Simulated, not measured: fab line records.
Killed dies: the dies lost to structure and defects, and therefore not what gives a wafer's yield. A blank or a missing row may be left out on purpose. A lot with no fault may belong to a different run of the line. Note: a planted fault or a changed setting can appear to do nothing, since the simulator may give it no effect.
fab line records	flow n5Finfet
record lots=5	wafers=15	lastDay=16
route steps=1938 shown BEOL_M14@1766 BEOL_M15@1773
lots that met no fault: from a run of the same line without faults
startH: the number of hours between the record's first day and the start of the first shown wafer of the lot	waitH: hours from the lot's prior step to this one	" the same as in the row above	L1.1+2: a single row standing in for several wafers	- no value present, or no start provided	* or withheld: withheld	< > ~ a bound
route shown NAME@n: a module of which the file shows steps, and the number in the route of the first	usual: mean and standard deviation over wafers with no fault	same: alike in all rows	chamber/n: place in a boat	sites: per-site readings	_std_site: how widely they spread, as a standard deviation	_edge_site: the outer-site mean with the inner-site mean subtracted	radiusMm: how far each site lies from the wafer's centre	mask NAME#n: copy n	behind: tool/chamber where the wafer was last shaped	hold: why the lot was held/for how many hours/how that ended	device: names the non-switching transistor (n, p or np)	end of line: the tests these same wafers got at the end of their route	a step without rows: its recipe alone	killed: at the first sort, the dies lost to defects and structure; wafer yield is something else	map: shows each die of a wafer: x if killed, . if not, _ if none is there
set.NAME: the setting that was run; set.NAME@STEP: the one run at that earlier step	model.NAME: the simulator's own value behind a step, which no gauge read
lots seen at some steps along the route; tables by step, rows by wafer
services: the hour from which a tool's chamber was out of use, counted from the record's first day as startH (under 0 if before that day), plus the number of hours and why
## steps
# step N5_BEOL_M14_ANNEAL_48
# recipe tempC=225	timeS=90	ambient=N2
# usual annealTempCMax=226.2/0.4	wafer_temp_C_max=225.9/0.37
lot.wafer	tool	chamber	startH	waitH	annealTempCMax	wafer_temp_C_max
L078.1	rtpAnneal-02	0	258.60	0.1	226.8	225.9
L078.2	"	0	"	"	226.4	225.9
L078.4	"	0	"	"	226.6	226.0
L080.1	rtpAnneal-02	0	288.51	0.2	226.4	225.9
L080.2	"	0	"	"	226.4	225.9
L080.4	"	0	"	"	226.1	226.1
L083.1	rtpAnneal-01	0	301.16	1.5	225.5	226.5
L083.3	"	0	"	"	225.9	227.0
L083.4	"	0	"	"	225.7	227.0
L084.1	rtpAnneal-02	0	308.42	1.0	226.2	225.6
L084.4	"	0	"	"	226.5	225.4
L084.5	"	0	"	"	227.1	225.8
L091.1	rtpAnneal-02	0	359.55	0.4	226.0	225.9
L091.3	"	0	"	"	226.7	225.9
L091.6	"	0	"	"	226.6	226.1
# step N5_BEOL_M14_CMP_49
# recipe stopOn=SiO2	tOverpolishS=5.2	downForcePsi=2	platenRpm=80	clearingPlatenDownForcePsi=2	clearingPlatenRpm=80	postCmpClean=cuAlkaline	targetThkNm=560	clearingPlatenPadVelocityMS=1.5917	padVelocityMS=1.5917
# usual barrierFieldEndpointS=11.28/0.21	motorCurrentA=8.3/0.56	overpolishRunS=5.200/0.009	timeToEndpointS=120/3.1
lot.wafer	tool	chamber	startH	waitH	barrierFieldEndpointS	motorCurrentA	overpolishRunS	timeToEndpointS
L078.2	cmp-01	3	258.94	0.2	11.31	8.6	5.194	120
L078.4	"	0	"	"	11.32	8.2	5.217	119
L078.1	"	1	"	"	11.35	8.9	5.201	123
L080.4	cmp-04	2	288.85	0.2	11.72	7.1	5.189	129
L080.2	"	3	"	"	11.40	8.3	5.203	129
L080.1	"	0	"	"	10.85	7.5	5.196	116
L083.4	cmp-01	0	301.51	0.2	11.66	8.3	5.203	123
L083.3	"	1	"	"	11.53	8.9	5.193	126
L083.1	"	2	"	"	11.25	8.9	5.198	121
L084.1	cmp-04	1	308.73	0.3	11.16	8.1	5.202	121
L084.4	"	0	"	"	11.13	8.4	5.189	121
L084.5	"	2	"	"	11.12	7.7	5.212	118
L091.1	cmp-04	1	359.85	0.3	11.12	8.4	5.173	121
L091.3	"	2	"	"	10.81	7.8	5.193	119
L091.6	"	1	"	"	11.22	7.7	5.204	119
# step N5_BEOL_M14_THK_MEAS_50
# recipe thkMeasGauge=xrf	reads=Cu_of_BEOL_M14_ECD_47
# usual M14_THK=553/9.2
lot.wafer	tool	chamber	startH	waitH	M14_THK[nm]
L078.1	filmMetro-01	-	259.19	-	548
L078.2	"	-	"	"	548
L078.4	"	-	"	"	532
L080.1	filmMetro-02	-	289.11	-	540
L080.2	"	-	"	"	540
L080.4	"	-	"	"	554
L083.1	filmMetro-02	-	301.76	-	554
L083.3	"	-	"	"	541
L083.4	"	-	"	"	547
L084.1	filmMetro-02	-	309.03	-	548
L084.4	"	-	"	"	554
L084.5	"	-	"	"	550
L091.1	filmMetro-02	-	360.14	-	552
L091.3	"	-	"	"	543
L091.6	"	-	"	"	541
# step N5_BEOL_M14_PRE_CLEAN_52
# recipe gas=NH3	timeS=15	tempC=withheld	rfPowerW=300
lot.wafer	tool	chamber	startH	waitH
L078.1+2+4	pecvd-02	1,0,2	259.23	0.0
L080.1+2+4	pecvd-02	1,0,0	289.14	0.0
L083.1+3+4	pecvd-04	0,2,0	301.80	0.0
L084.1+4+5	pecvd-03	2,1,0	309.06	0.0
L091.1+3+6	pecvd-04	1,0,1	360.18	0.0
# step N5_BEOL_M14_DEP_53
# recipe material=SiCN	targetThkA=500	tempC=withheld	precursor=3MS/NH3	pressureTorr=3	rfW=675	timeS=17.8
# usual showerheadPlenumPTorr=4.162/0.02	showerheadVppV=1593/44	throttleValvePct=18.1/0.66
lot.wafer	tool	chamber	startH	waitH	showerheadPlenumPTorr	showerheadVppV	throttleValvePct
L078.1	pecvd-02	1	259.25	0.0	4.148	1530	17.3
L078.2	"	0	"	"	4.166	1577	18.5
L078.4	"	2	"	"	4.173	1607	17.2
L080.1	pecvd-02	1	289.17	0.0	4.134	1553	17.3
L080.2	"	0	"	"	4.174	1598	18.5
L080.4	"	0	"	"	4.166	1562	18.3
L083.1	pecvd-04	0	301.83	0.0	4.177	1573	19.0
L083.3	"	2	"	"	4.176	1632	17.0
L083.4	"	0	"	"	4.167	1577	19.0
L084.1	pecvd-03	2	309.09	0.0	4.131	1543	18.1
L084.4	"	1	"	"	4.211	1672	18.4
L084.5	"	0	"	"	4.151	1553	18.4
L091.1	pecvd-04	1	360.21	0.0	4.153	1633	18.7
L091.3	"	0	"	"	4.163	1549	19.2
L091.6	"	1	"	"	4.139	1649	18.7
# step N5_BEOL_M14_RS_MEAS_54
# recipe thkMeasGauge=four-point-probe	reads=Cu_of_BEOL_M14_ECD_47+Ta_of_BEOL_M14_SPUTTER_44+TaN_of_BEOL_M14_SPUTTER_43
# usual M14_RS=0.0335/0.00053
lot.wafer	tool	chamber	startH	waitH	M14_RS[ohm/sq]
L078.1	filmMetro-01	-	259.32	0.0	0.0338
L078.2	"	-	"	"	0.0339
L078.4	"	-	"	"	0.0348
L080.1	filmMetro-01	-	289.23	0.0	0.0341
L080.2	"	-	"	"	0.0343
L080.4	"	-	"	"	0.0333
L083.1	filmMetro-01	-	301.89	0.0	0.0333
L083.3	"	-	"	"	0.0341
L083.4	"	-	"	"	0.0337
L084.1	filmMetro-02	-	309.16	0.0	0.0338
L084.4	"	-	"	"	0.0334
L084.5	"	-	"	"	0.0338
L091.1	filmMetro-02	-	360.27	0.0	0.0338
L091.3	"	-	"	"	0.0344
L091.6	"	-	"	"	0.0346
# step N5_BEOL_M14_INSPECT_55
# recipe inspectInstrument=darkfield	mode=postDep
# usual rawDefectCount=70/24
lot.wafer	tool	chamber	startH	waitH	rawDefectCount
L078.1	defectInspect-02	-	259.35	0.0	157
L078.2	"	-	"	"	99
L078.4	"	-	"	"	88
L080.1	defectInspect-01	-	289.26	0.0	88
L080.2	"	-	"	"	96
L080.4	"	-	"	"	100
L083.1	defectInspect-01	-	301.92	0.0	91
L083.3	"	-	"	"	75
L083.4	"	-	"	"	110
L084.1	defectInspect-01	-	309.18	0.0	98
L084.4	"	-	"	"	62
L084.5	"	-	"	"	116
L091.1	defectInspect-01	-	360.30	0.0	68
L091.3	"	-	"	"	55
L091.6	"	-	"	"	37
# step N5_BEOL_M15_ILD_DEP_00
# recipe material=SiO2	targetThkA=16293	tempC=400	precursor=TEOS/O2	pressureTorr=6.5	rfW=900	teosFlowSccm=161.4	gas=O2	flowSccm=2650	timeS=346.1
# usual heaterPowerW=583/89	showerheadPlenumPTorr=8.35/0.034	showerheadVppV=1868/79	throttleValvePct=19.1/0.87
lot.wafer	tool	chamber	startH	waitH	heaterPowerW	showerheadPlenumPTorr	showerheadVppV	throttleValvePct
L078.1	pecvd-01	0	259.38	0.0	610	8.32	1931	20.5
L078.2	"	1	"	"	501	8.31	1762	19.5
L078.4	"	1	"	"	416	8.33	1763	19.5
L080.1	pecvd-04	1	289.30	0.0	458	8.30	1901	19.4
L080.2	"	0	"	"	683	8.35	1799	19.6
L080.4	"	0	"	"	763	8.36	1800	19.2
L083.1	pecvd-04	0	301.96	0.0	732	8.36	1777	19.9
L083.3	"	2	"	"	644	8.37	1897	17.7
L083.4	"	1	"	"	424	8.30	1916	19.4
L084.1	pecvd-03	2	309.22	0.0	649	8.32	1811	18.7
L084.4	"	0	"	"	571	8.36	1756	19.3
L084.5	"	1	"	"	613	8.39	1863	18.7
L091.1	pecvd-01	0	360.34	0.0	657	8.35	1929	21.3
L091.3	"	1	"	"	478	8.33	1805	19.7
L091.6	"	2	"	"	454	8.38	2021	18.2
# step N5_BEOL_M15_THK_MEAS_01
# recipe reads=SiO2_of_BEOL_M15_ILD_DEP_00
# usual M15_ILD_THK=1629/23
lot.wafer	tool	chamber	startH	waitH	M15_ILD_THK[nm]
L078.1	filmMetro-01	-	259.63	0.1	1618
L078.2	"	-	"	"	1612
L078.4	"	-	"	"	1642
L080.1	filmMetro-02	-	289.55	0.1	1624
L080.2	"	-	"	"	1639
L080.4	"	-	"	"	1665
L083.1	filmMetro-01	-	302.21	0.1	1639
L083.3	"	-	"	"	1621
L083.4	"	-	"	"	1652
L084.1	filmMetro-01	-	309.47	0.1	1594
L084.4	"	-	"	"	1655
L084.5	"	-	"	"	1638
L091.1	filmMetro-02	-	360.59	0.1	1613
L091.3	"	-	"	"	1619
L091.6	"	-	"	"	1653
# step N5_BEOL_M15_COAT_58
# recipe resist=BARC	tempC=205	timeS=60	spinRpm=1500	resistThkNm=89
lot.wafer	tool	chamber	startH	waitH
L078.1+2+4	lithoTrack-02	0	259.67	0.0
L080.1+2+4	lithoTrack-03	0	289.58	0.0
L083.1+3+4	lithoTrack-04	0	302.24	0.0
L084.1+4+5	lithoTrack-02	0	309.50	0.0
L091.1+3+6	lithoTrack-02	0	360.62	0.0
# step N5_BEOL_M15_COAT_04
# recipe spinRpm=1704	resistThkNm=800
lot.wafer	tool	chamber	startH	waitH
L078.1+2+4	lithoTrack-02	0	-	-
L080.1+2+4	lithoTrack-03	0	-	-
L083.1+3+4	lithoTrack-04	0	-	-
L084.1+4+5	lithoTrack-02	0	-	-
L091.1+3+6	lithoTrack-02	0	-	-
# step N5_BEOL_M15_EBR_06
# recipe solvent=PGMEA	ebrWidthMm=1.5
# same ebrWidthMm=1.5
lot.wafer	tool	chamber	startH	waitH
L078.1+2+4	lithoTrack-02	0	-	-
L080.1+2+4	lithoTrack-03	0	-	-
L083.1+3+4	lithoTrack-04	0	-	-
L084.1+4+5	lithoTrack-02	0	-	-
L091.1+3+6	lithoTrack-02	0	-	-
# step N5_BEOL_M15_SOFTBAKE_05
# recipe tempC=130	timeS=60
lot.wafer	tool	chamber	startH	waitH
L078.1+2+4	lithoTrack-02	0	-	-
L080.1+2+4	lithoTrack-03	0	-	-
L083.1+3+4	lithoTrack-04	0	-	-
L084.1+4+5	lithoTrack-02	0	-	-
L091.1+3+6	lithoTrack-02	0	-	-
# step N5_BEOL_M15_EXPOSE_07
# recipe maskId=V14	na=0.8	sourceShape=annular	sigmaInner=0.5	sigmaOuter=0.8	polarization=unpolarized	attpsmPhaseDeg=180	doseMj=41.25
# usual reticleTempC=23.00/0.099
lot.wafer	tool	chamber	startH	waitH	mask	reticleTempC
L078.1	krfScanner-02	0	259.77	-	V14#0	23.06
L078.2	"	0	"	"	V14#0	23.09
L078.4	"	0	"	"	V14#0	23.10
L080.1	krfScanner-01	0	289.80	-	V14#0	22.98
L080.2	"	0	"	"	V14#0	23.05
L080.4	"	0	"	"	V14#0	22.96
L083.1	krfScanner-01	0	302.34	-	V14#0	23.01
L083.3	"	0	"	"	V14#0	23.13
L083.4	"	0	"	"	V14#0	23.07
L084.1	krfScanner-01	0	309.72	-	V14#0	22.98
L084.4	"	0	"	"	V14#0	23.10
L084.5	"	0	"	"	V14#0	23.07
L091.1	krfScanner-01	0	360.84	-	V14#0	22.89
L091.3	"	0	"	"	V14#0	23.00
L091.6	"	0	"	"	V14#0	22.92
# step N5_BEOL_M15_PEB_08
# recipe pebTempC=130	pebTimeS=90
# same pebTimeS=90
lot.wafer	tool	chamber	startH	waitH
L078.1+2+4	lithoTrack-02	0	259.82	0.1
L080.1+2+4	lithoTrack-03	0	289.86	0.1
L083.1+3+4	lithoTrack-03	0	302.39	0.1
L084.1+4+5	lithoTrack-02	0	309.78	0.1
L091.1+3+6	lithoTrack-02	0	360.90	0.1
## services
tool	chamber	startH	hours	kind
krfScanner-01	-	238.06	4.0	pm
pecvd-01	-	240.01	0.7	repair
cmp-01	-	245.32	0.2	repair
pecvd-03	-	255.30	4.5	repair
pecvd-02	-	256.26	0.7	repair
cmp-04	-	259.95	2.7	repair
krfScanner-02	-	266.78	1.3	pm
cmp-04	-	269.19	4.0	pm
pecvd-01	1	275.40	12.4	repair
krfScanner-01	-	279.19	1.3	pm
krfScanner-01	-	280.49	1.0	pm
krfScanner-01	-	281.49	0.8	pm
rtpAnneal-01	-	295.09	4.3	pm
cmp-04	-	295.33	1.3	repair
krfScanner-02	-	298.50	0.6	repair
cmp-04	-	302.97	0.5	repair
pecvd-01	0	310.41	16.1	repair
cmp-01	-	312.53	4.0	pm
cmp-01	-	323.65	2.2	repair
krfScanner-02	-	326.33	0.8	pm
cmp-01	-	331.05	0.6	repair
krfScanner-01	-	349.39	6.6	repair
cmp-01	-	350.54	2.7	repair
pecvd-03	-	354.52	5.5	pm
## key
fault none
